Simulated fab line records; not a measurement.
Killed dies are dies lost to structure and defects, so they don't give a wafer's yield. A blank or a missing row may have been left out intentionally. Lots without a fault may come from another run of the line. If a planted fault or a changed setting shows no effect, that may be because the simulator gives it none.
A lot that was struck, set against a sound lot -- flow n5 finfet -- 19 out of 1938 route steps
Sound: these wafers, L376.3, L376.4, L376.5. Struck: wafer L383.5. (L383.1 of the same lot was not struck and is left out.) The cause comes at the end.
Per side, at each step with rows, come the tool, then ch with its chambers, and then its first start. Under that, the readings that differ: sound wafers -- struck wafers -- difference of the means -- sigmas: that difference in standard deviations of wafers without a fault.
alike: words and numbers the same on both sides, and readings whose means are apart by under 2 such deviations; not compared: readings that were withheld, readings missing a value for some wafer, numbers with overlapping values and no deviation given by the record, and bounds like >300 which may hide the same value.
Wherever a step has rows on one side only, a row that says differs or no value, or a row with sigmas, the two part there. Numbers that have no deviation but don't overlap get no sigmas and don't part them. Lack of a reading on every wafer of one side parts them only where that side has two or more wafers.

first, 1 step without rows for these wafers: N5_PASSIVATION_STRIP_14 (strips in O2).
N5_PASSIVATION_ETCH_15: etches SiCN in CF4/N2, target depth 75 nm, time 81.2 s.
  sound on rie diel-01 ch 1,2,3; struck on rie diel-05 ch 3
reading,sound,struck,difference,sigmas
throttle valve pct (%),15.77 15.27 15.30,14.92,-0.53,-3
  alike: drypump motor current A, mfc ar sccm, oes product au, rf vpp V, showerhead plenum p Torr
  not compared: rf hours counter h
then, 2 steps without rows for these wafers: N5_PASSIVATION_STRIP_73 (strips in post etch residue remover, time 60 s); N5_PASSIVATION_SRD_17 (time 30 s, dry time 30 s).
N5_PASSIVATION_DEGAS_18: time 60 s.
  sound on pvd sputter-03 at day 14 15:07; struck on pvd sputter-02 at day 17 08:40
  alike: heater power w
N5_PASSIVATION_PRE_CLEAN_19:
  sound on pvd sputter-03 at day 14 15:09; struck on pvd sputter-02 at day 17 08:43
  alike: heater power w
N5_PASSIVATION_SPUTTER_20: material TaN, target thk 50 nm.
  sound on pvd sputter-03 at day 14 15:11; struck on pvd sputter-02 at day 17 08:45
  alike: throttle valve pct
N5_PASSIVATION_AL_DEP_21: deposits Al, target thk 2800 nm, time 170 s.
  sound on pvd sputter-03 at day 14 15:17; struck on pvd sputter-02 at day 17 08:51
  alike: throttle valve pct
then, 4 steps without rows for these wafers: N5_PASSIVATION_HMDS_23 (time 60 s); N5_PASSIVATION_COAT_24; N5_PASSIVATION_EBR_26; N5_PASSIVATION_SOFTBAKE_25 (time 90 s).
N5_PASSIVATION_EXPOSE_27: exposes mask PAD, defocus 0 nm.
  sound on krf scanner-02 ch 0, day 14 15:36; struck on krf scanner-02 ch 0, day 17 09:09
  alike: mask
then, 3 steps without rows for these wafers: N5_PASSIVATION_PEB_28; N5_PASSIVATION_DEVELOP_29 (develop time 60 s); N5_PASSIVATION_HARDBAKE_31 (time 120 s).
N5_PASSIVATION_CD_MEAS_30 targets a cd of 4000 nm.
  sound on cd sem-02 ch 0, day 14 15:46; struck on cd sem-03 ch 0, day 17 09:19
reading,sound,struck,difference,sigmas
cd nm (nm),3998.1 3999.4 4002.2,4027.5,+27.6,+18
N5_PASSIVATION_OVL_MEAS_63:
  sound on overlay-02 ch 0, day 14 15:47; struck on overlay-01 ch 0, day 17 09:21
  alike: PAD_OVL
then, 1 step without rows for these wafers: N5_PASSIVATION_PROBE_49.

== WHERE THEY PART ==
Earliest at N5_PASSIVATION_ETCH_15; latest, in this record, at N5_PASSIVATION_CD_MEAS_30. Later steps at which nothing parts them and some readings are alike: N5_PASSIVATION_OVL_MEAS_63.

WHY: what had been put in by the simulator
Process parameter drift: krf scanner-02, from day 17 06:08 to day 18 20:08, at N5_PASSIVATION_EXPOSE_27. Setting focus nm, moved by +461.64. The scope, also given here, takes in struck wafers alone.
